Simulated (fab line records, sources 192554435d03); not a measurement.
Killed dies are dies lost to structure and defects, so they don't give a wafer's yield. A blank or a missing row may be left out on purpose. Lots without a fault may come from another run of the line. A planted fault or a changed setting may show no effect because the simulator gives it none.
Chamber matching | flow n5_finfet | N5_BEOL_M8_DESCUM_16 on rie_diel-05: 4 sister chambers
The step chemistry O2, time 7.9 s. 4 wafers are shown with their chamber, then 8 later ones without.

WAFERS WITH THEIR CHAMBER
wafer  | chamber | showerhead_plenum_p_Torr (Torr)
L087.1 | 3       | 2.01
L087.2 | 2       | 1.89
L087.3 | 1       | 2.15
L092.2 | 0       | 2.13

WAFERS WITHOUT THEIR CHAMBER
wafer  | showerhead_plenum_p_Torr (Torr)
L092.4 | 1.89
L092.6 | 1.89
L095.3 | 2.13
L095.5 | 2.15
L095.6 | 1.89
L097.2 | 2.00
L097.4 | 1.89
L097.5 | 1.89

WHICH CHAMBER EACH WENT THROUGH
wafer  | from the rows above | in truth
L092.4 | 2                   | 2
L092.6 | 2                   | 2
L095.3 | 0                   | 0
L095.5 | 1                   | 1
L095.6 | 2                   | 2
L097.2 | 3                   | 3
L097.4 | 2                   | 2
L097.5 | 2                   | 2
Placed correctly: 8 of 8. Can't be placed from these rows: 0. Placed wrongly: 0.
How it was worked out, from the rows above alone: a wafer's distance from a chamber is the root of the sum, over the readings, of the square of ((its reading less the chamber's mean) divided by the reading's scatter). The wafer belongs to the nearest chamber; if the next one is less than 2 further off, it can't be placed. A chamber's mean is the mean of its shown wafers. The scatter: with one shown wafer a chamber, the root of the mean of the squares of how far each hidden wafer lies from its nearest shown one.
